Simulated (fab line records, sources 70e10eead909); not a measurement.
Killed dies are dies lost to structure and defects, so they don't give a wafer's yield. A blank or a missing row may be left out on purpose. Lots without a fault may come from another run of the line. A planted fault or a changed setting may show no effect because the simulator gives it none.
fab line records | flow nand_harc
record lots=13 wafers=39 last_day=33
route steps=1302 shown A_SLIT@922 A_WL_FILL@953
lots that met no fault: from a run of the same line without faults
start_h: hours from the record's first day to the start of the lot's first wafer shown | wait_h: hours since the lot's step before | " the same as in the row above | L1.1+2: a row that stands for several wafers | - no value, or no start given | * or withheld: withheld | < > ~ a bound
route shown NAME@n: a module of which the file shows steps, and the number in the route of the first | usual: mean/standard deviation of fault-free wafers | same: alike in all rows | chamber/n: place in a boat | sites: the reading at each site | _std_site: their standard deviation | _edge_site: outer sites' mean less inner sites' | radius_mm: how far each site lies from the wafer's centre | mask NAME#n: copy n | behind: the tool/chamber that last shaped the wafer | hold: why the lot was held/for how many hours/how that ended | device: the transistor (n, p or np) that didn't switch | end of line: the same wafers' tests at the end of the route | a step without rows: its recipe alone | killed: dies lost to structure and defects at the first sort, not the wafer's yield | map: a wafer's dies, x killed, . not, _ none there
set.NAME: the setting as run; set.NAME@STEP: as run at that earlier step | model.NAME: the simulator's own value behind a step, which no gauge read
steps of the route over a sample of lots; a table a step, a row a wafer
services: from which hour (start_h, from the record's first day; less than 0 if before it) a tool's chamber was out of use, for how many hours, and why
## steps
# step NHARC_A_SLIT_DEP_25
# recipe target_thk_a=2000 temp_c=400 pressure_torr=6.5 rf_w=900 teos_flow_sccm=161.4 flow_sccm=2650 target_thk_nm=200 gas=O2 material=SiO2
# usual heater_power_w=537/57 throttle_valve_pct=15.8/0.5
# columns lot.wafer tool chamber start_h wait_h heater_power_w throttle_valve_pct
L847.1 pecvd-02 0 455.37 0.2 391 14.8
L847.5 " 2 " " 575 15.7
L847.4 " 1 " " 497 16.9
L848.3 pecvd-04 1 472.59 0.1 578 15.6
L848.1 " 2 " " 495 15.7
L848.5 " 0 " " 590 15.9
L849.1 pecvd-04 0 487.92 0.1 523 15.8
L849.3 " 1 " " 459 15.6
L849.6 " 1 " " 465 15.7
L851.1 pecvd-04 2 508.96 0.1 517 15.6
L851.3 " 0 " " 591 15.5
L851.5 " 0 " " 612 16.1
L853.3 pecvd-01 0 526.98 0.1 607 15.4
L853.2 " 2 " " 481 15.9
L853.5 " 2 " " 499 15.8
L852.3 pecvd-04 1 527.04 0.1 556 15.6
L852.4 " 0 " " 517 15.9
L852.5 " 1 " " 570 15.9
L854.2 pecvd-02 1 537.86 0.1 501 16.9
L854.5 " 0 " " 490 15.2
L854.6 " 2 " " 619 15.7
L857.3 pecvd-01 2 550.38 0.1 444 15.7
L857.2 " 0 " " 617 15.4
L857.5 " 0 " " 639 15.4
L858.2 pecvd-04 2 561.15 0.1 581 15.6
L858.1 " 1 " " 535 16.1
L858.6 " 1 " " 528 15.7
L863.3 pecvd-01 2 596.07 0.1 445 15.9
L863.1 " 1 " " 516 16.4
L863.5 " 0 " " 605 15.7
L864.1 pecvd-01 0 618.91 0.1 611 15.5
L864.2 " 2 " " 526 15.8
L864.5 " 2 " " 533 15.9
L865.1 pecvd-02 0 629.95 0.1 535 15.0
L865.3 " 2 " " 472 16.4
L865.4 " 0 " " 546 14.8
L869.1 pecvd-02 1 674.39 0.3 534 16.2
L869.2 " 2 " " 479 16.1
L869.3 " 0 " " 543 14.7
# step NHARC_A_SLIT_CD_MEAS_09
# recipe target_cd_nm=300 landing_energy_ev=500
# usual cd_nm=299.5/0.57
# same landing_energy_ev=500
# columns lot.wafer tool chamber start_h wait_h cd_nm
L847.1 cd_sem-01 0 461.78 - 300.3
L847.4 " 0 " " 300.4
L847.5 " 0 " " 299.2
L848.1 cd_sem-03 0 477.41 - 299.4
L848.3 " 0 " " 298.4
L848.5 " 0 " " 298.8
L849.1 cd_sem-01 0 493.49 - 299.4
L849.3 " 0 " " 300.1
L849.6 " 0 " " 299.5
L851.1 cd_sem-03 0 513.76 - 298.6
L851.3 " 0 " " 298.7
L851.5 " 0 " " 299.4
L853.2 cd_sem-01 0 532.73 - 298.3
L853.3 " 0 " " 299.5
L853.5 " 0 " " 298.7
L852.3 cd_sem-01 0 533.03 - 299.4
L852.4 " 0 " " 299.5
L852.5 " 0 " " 299.3
L854.2 cd_sem-02 0 542.65 - 299.4
L854.5 " 0 " " 299.4
L854.6 " 0 " " 298.9
L857.2 cd_sem-02 0 555.45 - 299.2
L857.3 " 0 " " 300.5
L857.5 " 0 " " 299.7
L858.1 cd_sem-02 0 565.97 - 300.0
L858.2 " 0 " " 299.3
L858.6 " 0 " " 300.3
L863.1 cd_sem-01 0 600.71 - 299.4
L863.3 " 0 " " 299.8
L863.5 " 0 " " 298.9
L864.1 cd_sem-02 0 626.45 - 299.4
L864.2 " 0 " " 300.2
L864.5 " 0 " " 299.3
L865.1 cd_sem-03 0 635.01 - 299.3
L865.3 " 0 " " 299.2
L865.4 " 0 " " 299.3
L869.1 cd_sem-02 0 680.44 - 300.0
L869.2 " 0 " " 300.2
L869.3 " 0 " " 299.6
# step NHARC_A_SLIT_DESCUM_14
# recipe time_s=3 o2_flow_sccm=200 ar_flow_sccm=0 bias_power_w=0 chemistry=O2
# usual drypump_motor_current_A=5.7/0.48 oes_product_au=1.003/0.011 rf_vpp_V=57.7/0.92 showerhead_plenum_p_Torr=1.91/0.081 throttle_valve_pct=11.311/0.0094
# same bias_power_w=0
# columns lot.wafer tool chamber start_h wait_h drypump_motor_current_A oes_product_au rf_hours_counter_h rf_vpp_V showerhead_plenum_p_Torr throttle_valve_pct
L847.4 rie_diel-06 1 461.98 0.1 6.2 1.003 9 57.1 1.97 11.313
L847.1 " 2 " " 6.1 1.004 9 56.5 1.80 11.308
L847.5 " 1 " " 6.3 0.999 - 57.3 1.97 11.294
L848.1 rie_diel-06 1 477.61 0.1 6.3 0.999 10 58.0 1.97 11.304
L848.3 " 3 " " 5.9 1.002 11 56.5 1.84 11.315
L848.5 " 1 " " 6.3 1.004 - 59.1 1.97 11.299
L849.1 rie_diel-06 1 493.70 0.1 6.3 1.004 0 58.7 1.97 11.314
L849.3 " 2 " " 6.1 1.001 0 57.6 1.80 11.305
L849.6 " 0 " " 5.3 0.985 - 56.2 1.87 11.300
L851.3 rie_diel-10 2 513.96 0.1 5.7 1.000 5 58.3 1.95 11.301
L851.1 " 3 " " 5.5 0.994 5 59.0 2.03 11.308
L851.5 " 1 " " 5.8 0.992 - 57.7 1.82 11.311
L853.2 rie_diel-06 1 532.91 0.1 6.3 1.006 1 57.8 1.97 11.307
L853.3 " 3 " " 5.9 1.022 2 57.6 1.84 11.315
L853.5 " 3 " " 5.9 1.017 - 56.8 1.84 11.314
L852.3 rie_diel-10 2 533.22 0.1 5.7 0.996 6 56.2 1.95 11.313
L852.4 " 0 " " 6.4 1.006 6 57.7 1.99 11.318
L852.5 " 1 " " 5.8 1.006 - 57.6 1.82 11.311
L854.2 rie_diel-06 3 542.84 0.1 5.9 1.015 3 56.5 1.84 11.290
L854.6 " 1 " " 6.2 1.002 - 58.8 1.97 11.307
L854.5 " 0 " " 5.3 0.998 - 58.0 1.87 11.307
L857.3 rie_diel-06 3 555.63 0.1 5.9 1.016 6 57.2 1.84 11.295
L857.2 " 1 " " 6.2 1.006 6 57.9 1.97 11.311
L857.5 " 3 " " 5.9 1.025 - 57.7 1.84 11.323
L858.2 rie_diel-06 3 566.17 0.1 5.9 1.007 7 59.9 1.84 11.295
L858.1 " 0 " " 5.3 1.000 7 57.5 1.87 11.310
L858.6 " 1 " " 6.3 1.014 - 56.6 1.97 11.312
L863.3 rie_diel-06 1 600.90 0.1 6.2 1.010 8 58.0 1.97 11.323
L863.1 " 3 " " 5.9 1.024 9 57.8 1.84 11.294
L863.5 " 1 " " 6.2 1.009 - 57.2 1.97 11.315
L864.2 rie_diel-03 2 626.64 0.1 4.8 0.995 6 57.0 2.02 11.314
L864.1 " 3 " " 4.8 0.985 6 57.1 2.01 11.312
L864.5 " 3 " " 4.8 0.979 - 58.3 2.02 11.324
L865.1 rie_diel-06 3 635.19 0.1 5.9 1.026 13 59.1 1.84 11.317
L865.4 " 0 " " 5.3 1.011 13 57.3 1.87 11.307
L865.3 " 1 " " 6.2 1.012 12 58.0 1.96 11.296
L869.1 rie_diel-06 1 680.62 0.1 6.3 1.009 0 57.8 1.96 11.308
L869.3 " 3 " " 5.9 1.019 0 57.8 1.84 11.316
L869.2 " 0 " " 5.3 1.004 0 58.0 1.87 11.307
# step NHARC_A_WL_FILL_RTA_01
# recipe temp_c=1000 time_s=5
# usual lamp_power_pct=30.1/1.6 wafer_temp_C_max=1003.7/0.8
# columns lot.wafer tool chamber start_h wait_h lamp_power_pct wafer_temp_C_max
L847.1 rtp_anneal-02 0 475.40 - 31.7 1003.8
L847.4 " 0 " " 31.7 1004.5
L847.5 " 0 " " 31.7 1003.1
L848.1 rtp_anneal-01 0 490.87 - 28.5 1003.7
L848.3 " 0 " " 28.5 1003.6
L848.5 " 0 " " 28.6 1004.1
L849.1 rtp_anneal-02 0 507.55 - 31.7 1004.2
L849.3 " 0 " " 31.6 1004.6
L849.6 " 0 " " 31.7 1002.8
L851.1 rtp_anneal-01 0 527.30 - 28.5 1002.6
L851.3 " 0 " " 28.6 1004.5
L851.5 " 0 " " 28.5 1003.1
L852.3 rtp_anneal-01 0 546.54 - 28.5 1002.9
L852.4 " 0 " " 28.6 1003.7
L852.5 " 0 " " 28.5 1004.0
L853.2 rtp_anneal-02 0 546.67 0.3 31.6 1005.0
L853.3 " 0 " " 31.7 1004.8
L853.5 " 0 " " 31.6 1004.1
L854.2 rtp_anneal-02 0 556.22 - 31.6 1004.8
L854.5 " 0 " " 31.7 1004.3
L854.6 " 0 " " 31.7 1004.7
L857.2 rtp_anneal-01 0 572.27 - 28.4 1002.6
L857.3 " 0 " " 28.5 1003.1
L857.5 " 0 " " 28.5 1003.6
L858.1 rtp_anneal-01 0 579.96 - 28.6 1004.0
L858.2 " 0 " " 28.5 1002.7
L858.6 " 0 " " 28.5 1003.6
L863.1 rtp_anneal-02 0 614.06 - 31.7 1004.3
L863.3 " 0 " " 31.7 1004.1
L863.5 " 0 " " 31.7 1003.7
L864.1 rtp_anneal-01 0 639.94 - 25.8 966.2
L864.2 " 0 " " 25.8 967.5
L864.5 " 0 " " 25.8 966.4
L865.1 rtp_anneal-01 0 648.55 - 25.8 967.2
L865.3 " 0 " " 25.8 967.3
L865.4 " 0 " " 25.7 966.9
L869.1 rtp_anneal-02 0 694.70 - 31.7 1003.5
L869.2 " 0 " " 31.7 1003.2
L869.3 " 0 " " 31.7 1004.1
## services
# columns tool chamber start_h hours kind
pecvd-04 - 433.62 0.3 repair
pecvd-04 - 450.16 13.0 pm
rie_diel-10 1 454.11 22.9 repair
pecvd-01 - 473.91 1.7 repair
pecvd-04 2 481.97 16.3 repair
rie_diel-06 - 484.30 9.0 pm
pecvd-01 - 492.03 13.0 pm
rie_diel-10 2 494.06 6.7 repair
rie_diel-06 2 500.82 45.8 repair
pecvd-01 1 505.66 19.1 repair
rie_diel-10 0 514.99 2.9 repair
rie_diel-06 - 524.58 0.4 repair
pecvd-01 1 582.05 11.5 repair
rie_diel-06 0 584.98 8.0 repair
pecvd-02 - 589.13 13.0 pm
pecvd-01 - 593.92 1.4 repair
rie_diel-10 - 596.59 9.0 pm
rie_diel-10 0 626.01 6.2 repair
pecvd-01 0 628.62 4.7 repair
pecvd-04 - 631.16 13.0 pm
rie_diel-06 - 661.30 9.0 pm
pecvd-02 - 668.91 1.8 repair
pecvd-01 - 673.03 13.0 pm
pecvd-02 2 679.61 17.8 repair
## key
first_sign step=NHARC_A_WL_FILL_RTA_01 reading=wafer_temp_C_max direction=down sigmas=46 usual=* struck=*
effect none on later readings
met_at NHARC_A_WL_FILL_RTA_01
struck_lots L864,L865
tester_left_out L864,L865
not_acting_at NHARC_A_SLIT_DEP_25,NHARC_A_SLIT_CD_MEAS_09,NHARC_A_SLIT_DESCUM_14
onset_between 579.96 639.94
fault kind=process_parameter_drift tool=rtp_anneal-01 chamber=- onset_h=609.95 steps=NHARC_A_WL_FILL_RTA_01 channel=temp_c offset=* shape=step end_h=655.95 acts_in=* stated=*
# tester_left_out: of these lots the tester's yield and bins aren't shown, on N5 and GAA mostly nor the transistor test; their killed dies are dies lost to structure and defects alone, not to doping, threshold or leakage, so they don't give the yield
